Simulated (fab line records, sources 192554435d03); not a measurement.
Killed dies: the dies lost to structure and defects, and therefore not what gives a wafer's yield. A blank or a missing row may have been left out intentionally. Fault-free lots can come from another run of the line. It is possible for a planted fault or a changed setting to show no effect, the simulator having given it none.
Lot-split experiment | flow n5-finfet | 21 wafers read across 7 lots, on a route 1938 steps long

== SPLIT DETAILS ==
At N5_BEOL_M13_ILD_DEP_00 (deposits SiOC from DEMS/O2, target thk 837.92 nm, time 166.4 s), the setting time-s was moved away from the recipe's 166.4 s on 8 of the 21 wafers read, by -10.2% to +9.9%. The other wafers ran this setting at the recipe's value.

Split to reading: the file shows no intervening step.

== THE READING ==
At N5_BEOL_M13_THK_MEAS_01: M13_ILD_THK, given in nm. Typical for fault-free wafers on this fab line: 838 nm, with standard deviation 11 nm.

wafer  | tool, chamber at the split | time-s as run, s | against the recipe | M13_ILD_THK, nm | against lot-mates on the recipe
L075.2 | pecvd-02, 0                | 149.5            | -10.2%             | 750             | -108
L075.4 | pecvd-02, 1                | 149.5            | -10.2%             | 763             | -95
L075.5 | pecvd-02, 0                | 166.4            | recipe             | 858             | -
L077.1 | pecvd-01, 1                | 159.2            | -4.3%              | 787             | -54
L077.2 | pecvd-01, 2                | 166.4            | recipe             | 830             | -
L077.3 | pecvd-01, 2                | 166.4            | recipe             | 853             | -
L083.2 | pecvd-03, 1                | 166.4            | recipe             | 831             | -
L083.4 | pecvd-03, 2                | 166.4            | recipe             | 832             | -
L083.5 | pecvd-03, 0                | 166.4            | recipe             | 828             | -
L080.1 | pecvd-03, 0                | 150.3            | -9.7%              | 755             | -97
L080.3 | pecvd-03, 0                | 150.3            | -9.7%              | 766             | -86
L080.6 | pecvd-03, 1                | 166.4            | recipe             | 852             | -
L085.3 | pecvd-03, 0                | 166.4            | recipe             | 823             | -
L085.5 | pecvd-03, 1                | 166.4            | recipe             | 851             | -
L085.6 | pecvd-03, 0                | 166.4            | recipe             | 846             | -
L090.2 | pecvd-03, 0                | 166.4            | recipe             | 820             | -
L090.5 | pecvd-03, 2                | 155.4            | -6.6%              | 783             | -37
L090.6 | pecvd-03, 0                | 155.4            | -6.6%              | 778             | -42
L091.2 | pecvd-01, 0                | 166.4            | recipe             | 838             | -
L091.3 | pecvd-01, 2                | 182.9            | +9.9%              | 925             | +84
L091.4 | pecvd-01, 2                | 166.4            | recipe             | 844             | -

FIT RESULTS
A straight line over all 21 wafers: M13_ILD_THK changes by +8.41 nm for each +1% of time-s; r = +0.97; the points scatter about the line by 11 nm.
The same after taking each lot's own level away (the mean of its wafers on the recipe; 21 wafers): +9.04 nm for each +1%; r = +0.97; scatter 11 nm.
The reading moves by 92 nm for the largest change in time-s, on that fit.
The lots' own levels span 820.0 to 858.0 nm, that is 3.5 times the standard deviation above.
Hence the lot-to-lot level has little effect on the slope; both slopes agree.
Check: -88.8 nm against its lot-mates is what the line predicts for one of the wafers moved furthest among these (-10.2%) when that wafer is left out of the fit. Against them it came out at -108 nm.

== THESE WAFERS: OTHER SPLITS ==
Other splits were also applied to these wafers ahead of the reading. Each is held against what the fit with the lots' levels taken away leaves over:
other split on the same wafers    | wafers away from the commonest value | r with M13_ILD_THK (lot level and that fit taken away)
N5_BEOL_M11_EXPOSE_08 dose-mj     | 9                                    | -0.13
N5_BEOL_M11_TRENCH_ETCH_37 time-s | 6                                    | -0.18
N5_BEOL_M11_ETCH_41 time-s        | 5                                    | +0.07

== THE WHOLE CHAIN: every reading that the file lists as answering this split, in the file's order ==
step                    | what it does                                                   | reading                                                                             | change (the file's fit)              | r (the file's)
N5_BEOL_M13_ILD_DEP_00  | deposits SiOC from DEMS/O2, target thk 837.92 nm, time 166.4 s | SiOC_of_BEOL_M13_ILD_DEP_00.thk-nm (the simulator's own value, which no gauge read) | +9.06 nm for each +1% of the setting | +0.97
N5_BEOL_M13_THK_MEAS_01 |                                                                | M13_ILD_THK                                                                         | +9.08 for each +1% of the setting    | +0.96

== THE FILE'S OWN FIT ==
M13_ILD_THK changes by +9.08 nm for each +1% of time-s, r = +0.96.
